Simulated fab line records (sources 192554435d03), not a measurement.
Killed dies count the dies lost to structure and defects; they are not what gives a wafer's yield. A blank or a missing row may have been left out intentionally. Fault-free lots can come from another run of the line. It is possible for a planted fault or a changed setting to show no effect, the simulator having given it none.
fab line records || flow n5-finfet
record {"lots": 4, "wafers": 11, "last-day": 16}
route steps=1938 shown MOL_CONTACT_COAG@550 BEOL_M4@1111
lots untouched by any fault: they come from a run of this same line in which no faults occurred
start-h: start of the lot's first displayed wafer, in hours after the record's first day || wait-h: hours elapsed since this lot's preceding step || " unchanged from the row above || L1.1+2: one row covering several wafers at once || - no value, or no start was given || * or withheld: withheld || < > ~ a bound
route shown NAME@n: a module of which the file shows steps, and the number in the route of the first || usual: mean and standard deviation over wafers with no fault || same: alike in all rows || chamber/n: place in a boat || sites: per-site readings || _std_site: the values' standard deviation || _edge_site: the outer-site mean with the inner-site mean subtracted || radius-mm: for every site, how far away it sits from the centre of the wafer || mask NAME#n: copy n || behind: the last tool/chamber to shape the wafer || hold: why the lot went on hold/how many hours it stayed there/how the hold came to an end || device: the n, p or np transistor that did not switch || end of line: tests of these same wafers at the route's end || a step with no rows: only its recipe || killed: not the wafer's yield, but the dies lost to structure and defects at the first sort || map: shows each die of a wafer: x if killed, . if not, _ if none is there
set.NAME: the run value of the setting; set.NAME@STEP: its run value at that earlier step || model.NAME: the simulator's own value behind a step, which no gauge read
certain route steps with their lots: each step a table, each wafer a row
services: when a tool's chamber went out of use (start-h, in hours from the record's first day, below 0 if earlier), for how many hours, and the reason
## steps
# step N5_MOL_CONTACT_COAG_PRE_CLEAN_142
# recipe {"gas": "H2/He", "time-s": 60, "temp-c": 300}
# step N5_MOL_CONTACT_COAG_SPUTTER_130
# recipe {"material": "Co", "target-thk-a": 475, "temp-c": 25, "chamber-pressure-pa": 0.5, "power-w": 3000}
# step N5_MOL_CONTACT_COAG_PRECLEAN_125
# recipe {"chemistry": "DIW", "time-s": 57.5, "temp-c": 23}
# step N5_MOL_CONTACT_COAG_SRD_126
# recipe {"dry-time-s": 32, "dry": "n2-spin", "spin-rpm": 1500}
# step N5_MOL_CONTACT_COAG_CMP_23
# recipe {"stop-on": "SiO2", "t-overpolish-s": 1.5, "post-cmp-clean": "cu-alkaline", "down-force-psi": 2, "platen-rpm": 50.289, "pad-velocity-m-s": 1.0006, "target-thk-nm": 0}
# step N5_MOL_CONTACT_COAG_WET_ETCH_26
# recipe {"target": "Co", "target-depth-nm": 13}
# step N5_MOL_CONTACT_COAG_WET_ETCH_116
# recipe {"chemistry": "SC1-inhibited", "target-depth-nm": 4.6, "dry": "ipa-marangoni", "rinse-time-s": 30, "rinse-temp-c": 23}
# step N5_MOL_CONTACT_COAG_ALD_27
# recipe {"material": "SiOC", "target-thk-a": 170, "temp-c": 400, "ald-precursor-family": "carbosiloxane", "ald-co-reactant": "H2-plasma", "pulse-time-s": 1.5, "time-s": 2720, "purge-time-s": 2, "co-reactant-purge-time-s": 2, "ald-cycles": 340, "pressure-torr": 2}
# step N5_MOL_CONTACT_COAG_CMP_28
# recipe {"stop-on": "SiNx", "t-overpolish-s": 0.85, "post-cmp-clean": "alkaline-brush", "down-force-psi": 4.15, "platen-rpm": 51.8, "pad-velocity-m-s": 1.0307, "target-thk-nm": 14.522}
# step N5_MOL_CONTACT_COAG_ALD_123
# recipe {"material": "SiNx", "target-thk-a": 50, "temp-c": 400, "ald-precursor-family": "SiH2I2", "ald-co-reactant": "N2/H2-plasma", "pulse-time-s": 1, "purge-time-s": 2, "co-reactant-purge-time-s": 2, "ald-cycles": 100, "pressure-torr": 2}
# usual {"ald-cycles": "100/0", "heater-power-w": "830/71", "precursor-pulse-height-rel": "0.999/0.02"}
{"lot.wafer": "L851.1", "tool": "ald-sin-01", "chamber": 0, "start-h": 145.00, "wait-h": 0.2, "ald-cycles": 100, "heater-power-w": 816, "precursor-pulse-height-rel": 1.021, "model.SiNx_of_MOL_CONTACT_COAG_ALD_123.thk-nm": 5}
{"lot.wafer": "L851.5", "tool": "ald-sin-01", "chamber": 2, "start-h": 145.00, "wait-h": 0.2, "ald-cycles": 100, "heater-power-w": 875, "precursor-pulse-height-rel": 0.994, "model.SiNx_of_MOL_CONTACT_COAG_ALD_123.thk-nm": 5}
{"lot.wafer": "L851.6", "tool": "ald-sin-01", "chamber": 3, "start-h": 145.00, "wait-h": 0.2, "ald-cycles": 100, "heater-power-w": 731, "precursor-pulse-height-rel": 0.985, "model.SiNx_of_MOL_CONTACT_COAG_ALD_123.thk-nm": 5}
{"lot.wafer": "L859.3", "tool": "ald-sin-01", "chamber": 1, "start-h": 192.84, "wait-h": 0.7, "ald-cycles": 100, "heater-power-w": 795, "precursor-pulse-height-rel": 0.965, "model.SiNx_of_MOL_CONTACT_COAG_ALD_123.thk-nm": 5}
{"lot.wafer": "L859.5", "tool": "ald-sin-01", "chamber": 2, "start-h": 192.84, "wait-h": 0.7, "ald-cycles": 100, "heater-power-w": 850, "precursor-pulse-height-rel": 0.996, "model.SiNx_of_MOL_CONTACT_COAG_ALD_123.thk-nm": 5}
{"lot.wafer": "L859.6", "tool": "ald-sin-01", "chamber": 3, "start-h": 192.84, "wait-h": 0.7, "ald-cycles": 68, "heater-power-w": 720, "precursor-pulse-height-rel": 0.997, "model.SiNx_of_MOL_CONTACT_COAG_ALD_123.thk-nm": 3.4}
{"lot.wafer": "L863.1", "tool": "ald-sin-01", "chamber": 0, "start-h": 211.68, "wait-h": 0.0, "ald-cycles": 68, "heater-power-w": 852, "precursor-pulse-height-rel": 1.020, "model.SiNx_of_MOL_CONTACT_COAG_ALD_123.thk-nm": 3.4}
{"lot.wafer": "L863.5", "tool": "ald-sin-01", "chamber": 0, "start-h": 211.68, "wait-h": 0.0, "ald-cycles": 100, "heater-power-w": 860, "precursor-pulse-height-rel": 0.999, "model.SiNx_of_MOL_CONTACT_COAG_ALD_123.thk-nm": 5}
{"lot.wafer": "L866.3", "tool": "ald-sin-03", "chamber": 3, "start-h": 231.74, "wait-h": 0.0, "ald-cycles": 100, "heater-power-w": 1005, "precursor-pulse-height-rel": 0.989, "model.SiNx_of_MOL_CONTACT_COAG_ALD_123.thk-nm": 5}
{"lot.wafer": "L866.4", "tool": "ald-sin-03", "chamber": 2, "start-h": 231.74, "wait-h": 0.0, "ald-cycles": 100, "heater-power-w": 870, "precursor-pulse-height-rel": 0.944, "model.SiNx_of_MOL_CONTACT_COAG_ALD_123.thk-nm": 5}
{"lot.wafer": "L866.5", "tool": "ald-sin-03", "chamber": 0, "start-h": 231.74, "wait-h": 0.0, "ald-cycles": 100, "heater-power-w": 778, "precursor-pulse-height-rel": 1.031, "model.SiNx_of_MOL_CONTACT_COAG_ALD_123.thk-nm": 5}
# step N5_MOL_CONTACT_COAG_PECVD_31
# recipe {"material": "SiO2", "target-thk-a": 460, "temp-c": 400, "precursor": "TEOS/O2", "pressure-torr": 6.5, "rf-w": "withheld", "teos-flow-sccm": "withheld", "gas": "O2", "flow-sccm": 2650, "time-s": 8.9}
# step N5_MOL_CONTACT_COAG_COAT_75
# recipe {"resist": "SOC", "temp-c": 250, "time-s": 60, "spin-rpm": 1500, "resist-thk-nm": 60}
# step N5_MOL_CONTACT_COAG_COAT_76
# recipe {"resist": "SiARC", "temp-c": 220, "time-s": 60, "spin-rpm": 1500, "resist-thk-nm": 10}
# step N5_MOL_CONTACT_COAG_COAT_77
# recipe {"resist": "underlayer", "temp-c": 205, "time-s": 60, "spin-rpm": 1500, "resist-thk-nm": 10}
# step N5_MOL_CONTACT_COAG_COAT_78
# recipe {"resist": "CAR-EUV", "spin-rpm": 1500, "resist-thk-nm": 40}
# step N5_MOL_CONTACT_COAG_EBR_80
# recipe {"solvent": "PGMEA", "ebr-width-mm": 1.5}
# step N5_MOL_CONTACT_COAG_SOFTBAKE_79
# recipe {"temp-c": 110, "time-s": 60, "resist": "CAR-EUV"}
# step N5_MOL_CONTACT_COAG_EXPOSE_81
# recipe {"mask-id": "VG", "na": 0.33, "source-shape": "annular", "sigma-inner": 0.3, "sigma-outer": 0.7, "polarization": "unpolarized", "defocus-nm": 0, "dose-mj": 59.5}
# step N5_MOL_CONTACT_COAG_PEB_82
# recipe {"peb-temp-c": 100, "peb-time-s": 60, "resist": "CAR-EUV"}
# step N5_MOL_CONTACT_COAG_DEVELOP_83
# recipe {"develop-time-s": 30, "developer": "TMAH", "resist": "CAR-EUV", "rinse-liquid": "surfactant-rinse", "dry": "air-spin", "dev-temp-c": 23}
# step N5_MOL_CONTACT_COAG_DESCUM_88
# recipe {"chemistry": "O2", "time-s": 7, "source-power-w": 50, "bias-power-w": 20, "pressure-mtorr": 20, "rf-frequency-hz": 2.712e+07, "temp-c": 40, "resist": "CAR-EUV", "o2-flow-sccm": 225}
# step N5_MOL_CONTACT_COAG_ETCH_89
# recipe {"chemistry": "N2/H2", "target": "underlayer", "target-depth-a": 130, "mask-material": "CAR-EUV", "time-s": 10.4, "ion-energy-ev": 200, "pressure-mtorr": 30, "source-w": 840, "bias-w": 150, "n2-flow-sccm": 200, "h2-flow-sccm": 200, "ends": "cleared"}
# step N5_MOL_CONTACT_COAG_ETCH_90
# recipe {"chemistry": "CF4", "target": "SiARC", "target-depth-a": 130, "mask-material": "CAR-EUV", "time-s": 21.7, "ion-energy-ev": 80, "pressure-mtorr": 40, "source-w": 545, "bias-w": 36, "Ar_flow_sccm": 100, "cf4-flow-sccm": 100, "ends": "cleared"}
# step N5_MOL_CONTACT_COAG_ALD_131
# recipe {"material": "SiO2", "target-thk-a": 50, "temp-c": 100, "ald-precursor-family": "BDEAS", "ald-co-reactant": "O2-plasma", "pulse-time-s": 1, "co-reactant-pulse-time-s": 1, "purge-time-s": 2, "co-reactant-purge-time-s": 2, "ald-cycles": 35, "pressure-torr": 2}
# step N5_MOL_CONTACT_COAG_ETCHBACK_132
# recipe {"chemistry": "CHF3", "target": "SiO2", "target-depth-a": 100, "time-s": 6.7, "ion-energy-ev": 200, "pressure-mtorr": 30, "source-w": 610, "bias-w": 170, "Ar_flow_sccm": 200, "CHF3_flow_sccm": 50}
# step N5_MOL_CONTACT_COAG_ETCH_91
# recipe {"chemistry": "N2/H2", "target": "SOC", "target-depth-a": 600, "overetch-a": 210, "mask-material": "SiARC", "temp-c": 40, "time-s": 101.2, "ion-energy-ev": 200, "pressure-mtorr": 30, "source-w": 840, "bias-w": 150, "n2-flow-sccm": 200, "h2-flow-sccm": 200}
# step N5_MOL_CONTACT_COAG_STRIP_92
# recipe {"chemistry": "N2/H2", "temp-c": 40, "n2-flow-sccm": 200, "h2-flow-sccm": 200, "rf-frequency-hz": 6e+07}
# step N5_MOL_CONTACT_COAG_STRIP_93
# recipe {"chemistry": "N2/H2", "temp-c": 40, "n2-flow-sccm": 200, "h2-flow-sccm": 200, "rf-frequency-hz": 6e+07}
# step N5_MOL_CONTACT_COAG_ETCHBACK_135
# recipe {"chemistry": "CHF3", "target": "SiO2", "target-depth-a": 250, "time-s": 16.7, "ion-energy-ev": 200, "pressure-mtorr": 30, "source-w": 610, "bias-w": 170, "Ar_flow_sccm": 200, "CHF3_flow_sccm": 50}
# step N5_MOL_CONTACT_COAG_STRIP_118
# recipe {"chemistry": "CHF3", "resist": "SiARC", "rf-frequency-hz": 6e+07}
# step N5_MOL_CONTACT_COAG_VIA_ETCH_46
# recipe {"chemistry": "C4F6/O2", "target-depth-a": 460, "overetch-a": 92, "mask-material": "SOC", "target": "SiO2", "bias-w": 455, "pressure-mtorr": 10, "time-s": 40, "source-w": 325, "Ar_flow_sccm": 300, "C4F6_flow_sccm": 10, "O2_flow_sccm": 10, "ion-energy-ev": 575.3, "ends": "end-point"}
# step N5_MOL_CONTACT_COAG_STRIP_96
# recipe {"chemistry": "N2/H2", "power-w": 500, "temp-c": 40, "pressure-mtorr": 50, "rf-frequency-hz": 6e+07, "overash-fraction": 0.3, "bias-power-w": 28, "h2-frac": 0.5, "n2-flow-sccm": 300, "h2-flow-sccm": 300}
# step N5_MOL_CONTACT_COAG_ETCH_47
# recipe {"chemistry": "CH3F/O2", "target": "SiNx", "target-depth-a": 270, "mask-material": "SiO2", "stop-on": "W", "over-etch-frac": 0.2, "ion-energy-ev": 120, "endpoint": "OES-CN", "pressure-mtorr": 30, "source-w": 395, "bias-w": 73, "Ar_flow_sccm": 150, "CH3F_flow_sccm": 30, "O2_flow_sccm": 20, "ends": "end-point"}
# step N5_MOL_CONTACT_COAG_STRIP_119
# recipe {"chemistry": "N2/H2", "time-s": 30, "power-w": 1000, "temp-c": 250, "pressure-mtorr": "withheld", "n2-flow-sccm": 1750, "h2-flow-sccm": 3250}
# step N5_MOL_CONTACT_COAG_PRECLEAN_144
# recipe {"chemistry": "alkaline-clean", "temp-c": 60, "time-s": 60, "do-ppb": 50}
# step N5_MOL_CONTACT_COAG_SRD_145
# recipe {"dry": "ipa-marangoni", "time-s": 30, "temp-c": 23, "rinse-liquid": "diw"}
# step N5_MOL_CONTACT_COAG_ETCH_124
# recipe {"chemistry": "CH3F/O2", "target": "SiNx", "target-depth-a": 65, "mask-material": "SOC", "stop-on": "SiOC", "over-etch-frac": 0.3, "ion-energy-ev": 120, "pressure-mtorr": 30, "source-w": 395, "bias-w": 73, "Ar_flow_sccm": 150, "CH3F_flow_sccm": 30, "O2_flow_sccm": 20, "ends": "end-point"}
# usual {"drypump-motor-current-A": "5.9/0.49", "oes_o_777_au": "0.79/0.073", "oes-product-au": "0.68/0.065", "rf-vpp-V": "297.9/2.4", "showerhead-plenum-p-Torr": "2.01/0.064", "throttle-valve-pct": "16.31/0.2"}
{"lot.wafer": "L851.1", "tool": "rie-diel-04", "chamber": 1, "start-h": 148.06, "wait-h": 0.0, "drypump-motor-current-A": 5.7, "oes_o_777_au": 0.79, "oes-product-au": 0.67, "rf-hours-counter-h": 119, "rf-vpp-V": 298.4, "showerhead-plenum-p-Torr": 2.01, "throttle-valve-pct": 16.53, "model.etch.depth-nm": 4.994}
{"lot.wafer": "L851.5", "tool": "rie-diel-04", "chamber": 0, "start-h": 148.06, "wait-h": 0.0, "drypump-motor-current-A": 6.6, "oes_o_777_au": 0.71, "oes-product-au": 0.60, "rf-hours-counter-h": "-", "rf-vpp-V": 295.6, "showerhead-plenum-p-Torr": 1.89, "throttle-valve-pct": 16.15, "model.etch.depth-nm": 4.968}
{"lot.wafer": "L851.6", "tool": "rie-diel-04", "chamber": 3, "start-h": 148.06, "wait-h": 0.0, "drypump-motor-current-A": 5.6, "oes_o_777_au": 0.73, "oes-product-au": 0.63, "rf-hours-counter-h": "-", "rf-vpp-V": 299.2, "showerhead-plenum-p-Torr": 2.08, "throttle-valve-pct": 16.17, "model.etch.depth-nm": 4.994}
{"lot.wafer": "L859.3", "tool": "rie-diel-04", "chamber": 1, "start-h": 196.93, "wait-h": 0.0, "drypump-motor-current-A": 5.7, "oes_o_777_au": 0.77, "oes-product-au": 0.65, "rf-hours-counter-h": 138, "rf-vpp-V": 298.0, "showerhead-plenum-p-Torr": 2.00, "throttle-valve-pct": 16.58, "model.etch.depth-nm": 5.003}
{"lot.wafer": "L859.5", "tool": "rie-diel-04", "chamber": 1, "start-h": 196.93, "wait-h": 0.0, "drypump-motor-current-A": 5.7, "oes_o_777_au": 0.78, "oes-product-au": 0.66, "rf-hours-counter-h": "-", "rf-vpp-V": 297.3, "showerhead-plenum-p-Torr": 2.00, "throttle-valve-pct": 16.57, "model.etch.depth-nm": 4.987}
{"lot.wafer": "L859.6", "tool": "rie-diel-04", "chamber": 2, "start-h": 196.93, "wait-h": 0.0, "drypump-motor-current-A": 5.7, "oes_o_777_au": 0.94, "oes-product-au": 0.66, "rf-hours-counter-h": "-", "rf-vpp-V": 293.2, "showerhead-plenum-p-Torr": 2.05, "throttle-valve-pct": 15.76, "model.etch.depth-nm": 3.362}
{"lot.wafer": "L863.1", "tool": "rie-diel-05", "chamber": 2, "start-h": 214.75, "wait-h": 0.0, "drypump-motor-current-A": 6.6, "oes_o_777_au": 0.77, "oes-product-au": 0.54, "rf-hours-counter-h": 165, "rf-vpp-V": 296.3, "showerhead-plenum-p-Torr": 2.00, "throttle-valve-pct": 16.37, "model.etch.depth-nm": 3.403}
{"lot.wafer": "L863.5", "tool": "rie-diel-05", "chamber": 1, "start-h": 214.75, "wait-h": 0.0, "drypump-motor-current-A": 6.3, "oes_o_777_au": 0.93, "oes-product-au": 0.81, "rf-hours-counter-h": "-", "rf-vpp-V": 301.2, "showerhead-plenum-p-Torr": 2.05, "throttle-valve-pct": 16.01, "model.etch.depth-nm": 4.979}
{"lot.wafer": "L866.3", "tool": "rie-diel-04", "chamber": 3, "start-h": 234.91, "wait-h": 0.0, "drypump-motor-current-A": 5.7, "oes_o_777_au": 0.71, "oes-product-au": 0.60, "rf-hours-counter-h": 216, "rf-vpp-V": 297.8, "showerhead-plenum-p-Torr": 2.07, "throttle-valve-pct": 16.23, "model.etch.depth-nm": 5.002}
{"lot.wafer": "L866.4", "tool": "rie-diel-04", "chamber": 1, "start-h": 234.91, "wait-h": 0.0, "drypump-motor-current-A": 5.7, "oes_o_777_au": 0.77, "oes-product-au": 0.65, "rf-hours-counter-h": "-", "rf-vpp-V": 299.0, "showerhead-plenum-p-Torr": 1.99, "throttle-valve-pct": 16.60, "model.etch.depth-nm": 5.026}
{"lot.wafer": "L866.5", "tool": "rie-diel-04", "chamber": 3, "start-h": 234.91, "wait-h": 0.0, "drypump-motor-current-A": 5.6, "oes_o_777_au": 0.71, "oes-product-au": 0.60, "rf-hours-counter-h": "-", "rf-vpp-V": 298.4, "showerhead-plenum-p-Torr": 2.07, "throttle-valve-pct": 16.23, "model.etch.depth-nm": 5.015}
# step N5_BEOL_M4_RC_MEAS_101
# usual {"DIBL_N": "36.3/1.2", "DIBL_P": "36.1/1.6", "IOFF_N": "0.161/0.023", "IOFF_P": "0.209/0.027", "ION_N": "676/8.9", "ION_P": "462/5.3", "SS_N": "71.5/0.51", "SS_P": "73.2/0.5", "VT_N": "249.1/2.5", "VT_P": "-249.9/2.8"}
{"lot.wafer": "L851.1", "tool": "prober-01", "chamber": 0, "start-h": 211.73, "wait-h": 0.0, "DIBL_N[mV/V]": 34.9, "DIBL_P[mV/V]": 35.9, "IOFF_N[nA/um]": 0.141, "IOFF_P[nA/um]": 0.178, "ION_N[uA/um]": 677, "ION_P[uA/um]": 457, "SS_N[mV/dec]": 71.6, "SS_P[mV/dec]": 73.8, "VT_N[mV]": 249.3, "VT_P[mV]": -254.8}
{"lot.wafer": "L851.5", "tool": "prober-01", "chamber": 0, "start-h": 211.73, "wait-h": 0.0, "DIBL_N[mV/V]": 34.5, "DIBL_P[mV/V]": 35.5, "IOFF_N[nA/um]": 0.138, "IOFF_P[nA/um]": 0.172, "ION_N[uA/um]": 679, "ION_P[uA/um]": 455, "SS_N[mV/dec]": 70.4, "SS_P[mV/dec]": 72.8, "VT_N[mV]": 250.1, "VT_P[mV]": -253.9}
{"lot.wafer": "L851.6", "tool": "prober-01", "chamber": 0, "start-h": 211.73, "wait-h": 0.0, "DIBL_N[mV/V]": 35.1, "DIBL_P[mV/V]": 36.0, "IOFF_N[nA/um]": 0.145, "IOFF_P[nA/um]": 0.176, "ION_N[uA/um]": 686, "ION_P[uA/um]": 466, "SS_N[mV/dec]": 71.4, "SS_P[mV/dec]": 72.9, "VT_N[mV]": 249.1, "VT_P[mV]": -252.3}
{"lot.wafer": "L859.3", "tool": "prober-02", "chamber": 0, "start-h": 249.34, "wait-h": 0.3, "DIBL_N[mV/V]": 36.2, "DIBL_P[mV/V]": 36.4, "IOFF_N[nA/um]": 0.166, "IOFF_P[nA/um]": 0.206, "ION_N[uA/um]": 669, "ION_P[uA/um]": 459, "SS_N[mV/dec]": 71.3, "SS_P[mV/dec]": 73.2, "VT_N[mV]": 250.0, "VT_P[mV]": -250.2}
{"lot.wafer": "L859.5", "tool": "prober-02", "chamber": 0, "start-h": 249.34, "wait-h": 0.3, "DIBL_N[mV/V]": 35.1, "DIBL_P[mV/V]": 35.6, "IOFF_N[nA/um]": 0.157, "IOFF_P[nA/um]": 0.204, "ION_N[uA/um]": 681, "ION_P[uA/um]": 469, "SS_N[mV/dec]": 72.0, "SS_P[mV/dec]": 72.9, "VT_N[mV]": 249.4, "VT_P[mV]": -250.6}
{"lot.wafer": "L859.6", "tool": "prober-02", "chamber": 0, "start-h": 249.34, "wait-h": 0.3, "DIBL_N[mV/V]": 34.9, "DIBL_P[mV/V]": 34.8, "IOFF_N[nA/um]": 0.150, "IOFF_P[nA/um]": 0.186, "ION_N[uA/um]": 668, "ION_P[uA/um]": 459, "SS_N[mV/dec]": 71.0, "SS_P[mV/dec]": 72.8, "VT_N[mV]": 251.0, "VT_P[mV]": -250.7}
{"lot.wafer": "L863.1", "tool": "prober-01", "chamber": 0, "start-h": 278.61, "wait-h": 0.0, "DIBL_N[mV/V]": 34.8, "DIBL_P[mV/V]": 33.6, "IOFF_N[nA/um]": 0.139, "IOFF_P[nA/um]": 0.183, "ION_N[uA/um]": 663, "ION_P[uA/um]": 463, "SS_N[mV/dec]": 70.6, "SS_P[mV/dec]": 72.9, "VT_N[mV]": 249.4, "VT_P[mV]": -254.0}
{"lot.wafer": "L863.5", "tool": "prober-01", "chamber": 0, "start-h": 278.61, "wait-h": 0.0, "DIBL_N[mV/V]": 37.2, "DIBL_P[mV/V]": 35.9, "IOFF_N[nA/um]": 0.181, "IOFF_P[nA/um]": 0.222, "ION_N[uA/um]": 678, "ION_P[uA/um]": 464, "SS_N[mV/dec]": 72.0, "SS_P[mV/dec]": 73.6, "VT_N[mV]": 248.5, "VT_P[mV]": -248.1}
{"lot.wafer": "L866.3", "tool": "prober-01", "chamber": 0, "start-h": 294.60, "wait-h": 0.3, "DIBL_N[mV/V]": 35.8, "DIBL_P[mV/V]": 36.9, "IOFF_N[nA/um]": 0.173, "IOFF_P[nA/um]": 0.216, "ION_N[uA/um]": 670, "ION_P[uA/um]": 459, "SS_N[mV/dec]": 72.0, "SS_P[mV/dec]": 73.3, "VT_N[mV]": 247.9, "VT_P[mV]": -248.2}
{"lot.wafer": "L866.4", "tool": "prober-01", "chamber": 0, "start-h": 294.60, "wait-h": 0.3, "DIBL_N[mV/V]": 35.5, "DIBL_P[mV/V]": 36.2, "IOFF_N[nA/um]": 0.162, "IOFF_P[nA/um]": 0.202, "ION_N[uA/um]": 680, "ION_P[uA/um]": 454, "SS_N[mV/dec]": 72.5, "SS_P[mV/dec]": 73.2, "VT_N[mV]": 247.7, "VT_P[mV]": -248.1}
{"lot.wafer": "L866.5", "tool": "prober-01", "chamber": 0, "start-h": 294.60, "wait-h": 0.3, "DIBL_N[mV/V]": 36.3, "DIBL_P[mV/V]": 37.3, "IOFF_N[nA/um]": 0.175, "IOFF_P[nA/um]": 0.229, "ION_N[uA/um]": 681, "ION_P[uA/um]": 464, "SS_N[mV/dec]": 71.4, "SS_P[mV/dec]": 73.6, "VT_N[mV]": 247.1, "VT_P[mV]": -248.9}
## services
{"tool": "ald-sin-01", "chamber": 1, "start-h": 145.72, "hours": 3.2, "kind": "repair"}
{"tool": "rie-diel-04", "chamber": 1, "start-h": 160.26, "hours": 9.4, "kind": "repair"}
{"tool": "rie-diel-05", "chamber": 1, "start-h": 168.24, "hours": "-", "kind": "clean"}
{"tool": "rie-diel-05", "chamber": 1, "start-h": 168.24, "hours": "-", "kind": "consumable-replace:esc"}
{"tool": "rie-diel-05", "chamber": 1, "start-h": 168.24, "hours": "-", "kind": "consumable-replace:focus-ring"}
{"tool": "rie-diel-05", "chamber": 1, "start-h": 168.24, "hours": 23.1, "kind": "scheduled-down"}
{"tool": "rie-diel-05", "chamber": 1, "start-h": 168.24, "hours": 23.1, "kind": "vent-cycle"}
{"tool": "rie-diel-04", "chamber": 2, "start-h": 175.20, "hours": "-", "kind": "clean"}
{"tool": "rie-diel-04", "chamber": 2, "start-h": 175.20, "hours": "-", "kind": "consumable-replace:focus-ring"}
{"tool": "rie-diel-04", "chamber": 2, "start-h": 175.20, "hours": 17.6, "kind": "scheduled-down"}
{"tool": "rie-diel-04", "chamber": 2, "start-h": 175.20, "hours": 17.6, "kind": "vent-cycle"}
{"tool": "rie-diel-04", "chamber": 2, "start-h": 210.03, "hours": 5.3, "kind": "repair"}
{"tool": "rie-diel-04", "chamber": 1, "start-h": 217.31, "hours": 5.0, "kind": "repair"}
{"tool": "rie-diel-04", "chamber": 0, "start-h": 226.04, "hours": "-", "kind": "clean"}
{"tool": "rie-diel-04", "chamber": 0, "start-h": 226.04, "hours": "-", "kind": "consumable-replace:focus-ring"}
{"tool": "rie-diel-04", "chamber": 0, "start-h": 226.04, "hours": "-", "kind": "consumable-replace:showerhead"}
## key
first-sign {"step": "N5_MOL_CONTACT_COAG_ALD_123", "reading": "ald-cycles", "direction": "down", "sigmas": "99+", "usual": "*", "struck": "*"}
effect none on later readings
model-effect {"step": "N5_MOL_CONTACT_COAG_ALD_123", "value": "SiNx_of_MOL_CONTACT_COAG_ALD_123.thk-nm", "without": 5, "struck": 3.4}
model-effect {"step": "N5_MOL_CONTACT_COAG_ETCH_124", "value": "etch.depth-nm", "without": 4.983, "struck": 3.383}
met-at N5_MOL_CONTACT_COAG_ALD_123
struck-wafers L859.6,L863.1
onset-between 145.00 192.84
fault {"kind": "process-parameter-drift", "tool": "ald-sin-01", "chamber": "-", "onset-h": 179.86, "steps": "N5_MOL_CONTACT_COAG_ALD_123", "channel": "ald-cycles", "offset": "*", "shape": "step", "end-h": 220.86, "scope": "struck-wafers-only", "acts-in": "*", "stated": "*"}
